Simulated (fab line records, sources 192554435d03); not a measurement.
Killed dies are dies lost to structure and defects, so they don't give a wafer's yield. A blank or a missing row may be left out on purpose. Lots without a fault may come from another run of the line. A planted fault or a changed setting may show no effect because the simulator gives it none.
Split-lot experiment | flow n5_finfet | 7 lots, 39 wafers read, on a route of 1938 steps

THE SPLIT
At N5_HKMG_FIN_DESCUM_17 (chemistry O2, time 7.9 s), the setting time_s was moved away from the recipe's 7.9 s on 18 of the 39 wafers read, by -41.9% to +51.0%. The other wafers ran this setting at the recipe's value.

The file shows no step between the split and the reading.

THE READING
CAR-ArF_of_HKMG_FIN_COAT_06.thk_nm (the simulator's own value, which no gauge read), in nm, at N5_HKMG_FIN_ETCH_31 (etches SiARC in CF4, target depth 45.5 nm, time 75.8 s). The file gives no usual value for it. The 21 wafers here that ran the recipe average 50.8 nm, standard deviation 0.3 nm.

wafer  | tool, chamber at the split | time_s as run, s | against the recipe | CAR-ArF_of_HKMG_FIN_COAT_06.thk_nm, nm | against lot-mates on the recipe
L079.1 | rie_diel-01, 1,0           | 7.9              | recipe             | 50.8                                   | -
L079.2 | rie_diel-01, 2             | 4.587            | -41.9%             | 53                                     | +2.2
L079.3 | rie_diel-01, 3             | 4.587            | -41.9%             | 53                                     | +2.2
L079.4 | rie_diel-01, 1,0           | 7.9              | recipe             | 50.6                                   | -
L079.5 | rie_diel-01, 0             | 4.587            | -41.9%             | 52.8                                   | +2.0
L079.6 | rie_diel-01, 3             | 7.9              | recipe             | 51                                     | -
L081.1 | rie_diel-03, 1,3,2         | 7.9              | recipe             | 50.4                                   | -
L081.4 | rie_diel-03, 1,3,2         | 7.9              | recipe             | 50.6                                   | -
L081.6 | rie_diel-03, 1,3,2         | 7.9              | recipe             | 50.6                                   | -
L087.1 | rie_diel-03, 3,1,2         | 7.9              | recipe             | 51                                     | -
L087.2 | rie_diel-03, 3,1,2         | 7.9              | recipe             | 50.8                                   | -
L087.3 | rie_diel-03, 3,1,2         | 7.9              | recipe             | 51.2                                   | -
L087.4 | rie_diel-03, 0,2           | 9.651            | +22.2%             | 50                                     | -1.0
L087.6 | rie_diel-03, 0,2           | 9.651            | +22.2%             | 50                                     | -1.0
L087.5 | rie_diel-03, 1             | 9.651            | +22.2%             | 49.8                                   | -1.2
L088.1 | rie_diel-01, 3,1           | 6.224            | -21.2%             | 51.8                                   | +0.9
L088.3 | rie_diel-01, 3,1           | 6.224            | -21.2%             | 51.8                                   | +0.9
L088.2 | rie_diel-01, 2,0           | 7.9              | recipe             | 50.8                                   | -
L088.4 | rie_diel-01, 2,0           | 7.9              | recipe             | 50.8                                   | -
L088.5 | rie_diel-01, 2             | 6.224            | -21.2%             | 52                                     | +1.1
L088.6 | rie_diel-01, 3             | 7.9              | recipe             | 51                                     | -
L089.1 | rie_diel-03, 2,1,1         | 9.802            | +24.1%             | 50.2                                   | -1.2
L089.2 | rie_diel-03, 2,1,1         | 9.802            | +24.1%             | 50.2                                   | -1.2
L089.5 | rie_diel-03, 2,1,1         | 9.802            | +24.1%             | 50.2                                   | -1.2
L089.3 | rie_diel-03, 3,0           | 7.9              | recipe             | 51.2                                   | -
L089.4 | rie_diel-03, 0             | 7.9              | recipe             | 51.6                                   | -
L089.6 | rie_diel-03, 3,0           | 7.9              | recipe             | 51.4                                   | -
L092.1 | rie_diel-03, 3             | 7.9              | recipe             | 50.6                                   | -
L092.5 | rie_diel-03, 1             | 7.9              | recipe             | 50.6                                   | -
L092.2 | rie_diel-03, 1,2           | 4.737            | -40.0%             | 52.4                                   | +1.9
L092.6 | rie_diel-03, 1,2           | 4.737            | -40.0%             | 52.4                                   | +1.9
L092.3 | rie_diel-03, 0             | 7.9              | recipe             | 50.4                                   | -
L092.4 | rie_diel-03, 2             | 4.737            | -40.0%             | 52.2                                   | +1.7
L094.1 | rie_diel-03, 1,2,1         | 11.93            | +51.0%             | 48.2                                   | -2.6
L094.3 | rie_diel-03, 1,2,1         | 11.93            | +51.0%             | 48.2                                   | -2.6
L094.4 | rie_diel-03, 1,2,1         | 11.93            | +51.0%             | 48.2                                   | -2.6
L094.2 | rie_diel-03, 0             | 7.9              | recipe             | 50.8                                   | -
L094.5 | rie_diel-03, 0             | 7.9              | recipe             | 50.8                                   | -
L094.6 | rie_diel-03, 2             | 7.9              | recipe             | 50.8                                   | -
Where a row lists several chambers, the file gives one row for several wafers and doesn't say which wafer went through which chamber.

THE FIT
A straight line over all 39 wafers: CAR-ArF_of_HKMG_FIN_COAT_06.thk_nm changes by -0.0453 nm for each +1% of time_s; r = -0.97; the points scatter about the line by 0.3 nm.
The same after taking each lot's own level away (the mean of its wafers on the recipe; 39 wafers): -0.0492 nm for each +1%; r = -0.99; scatter 0.12 nm.
On that fit, the largest move of time_s shifts the reading by 2.5 nm.
The lots' own levels span 50.53 to 51.40 nm, that is 2.9 times the standard deviation above.
So the lot-to-lot level changes the slope little: the two slopes agree.
Check: with one of the wafers moved furthest among these (+51.0%) left out of the fit, the line predicts -2.51 nm for it against its lot-mates. It came out at -2.6 nm against them.

OTHER SPLITS ON THESE WAFERS
These wafers also went through other splits before the reading. Each is held against what the fit with the lots' levels taken away leaves over:
other split on the same wafers          | wafers away from the commonest value | r with CAR-ArF_of_HKMG_FIN_COAT_06.thk_nm (lot level and that fit taken away)
N5_ZERO_LAYER_DEVELOP_10 develop_time_s | 12                                   | -0.22
N5_SD_EPI_P_EPI_21 time_s               | 12                                   | +0.18

THE WHOLE CHAIN: every reading that the file lists as answering this split, in the file's order
step                  | what it does                                           | reading                                                                             | change (the file's fit)                | r (the file's)
N5_HKMG_FIN_DESCUM_17 | chemistry O2, time 7.9 s                               | CAR-ArF_of_HKMG_FIN_COAT_06.thk_nm (the simulator's own value, which no gauge read) | -0.0479 nm for each +1% of the setting | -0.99
N5_HKMG_FIN_ETCH_31   | etches SiARC in CF4, target depth 45.5 nm, time 75.8 s | CAR-ArF_of_HKMG_FIN_COAT_06.thk_nm (the simulator's own value, which no gauge read) | -0.0492 nm for each +1% of the setting | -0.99

THE FILE'S OWN FIT
CAR-ArF_of_HKMG_FIN_COAT_06.thk_nm changes by -0.0492 nm for each +1% of time_s, r = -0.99.
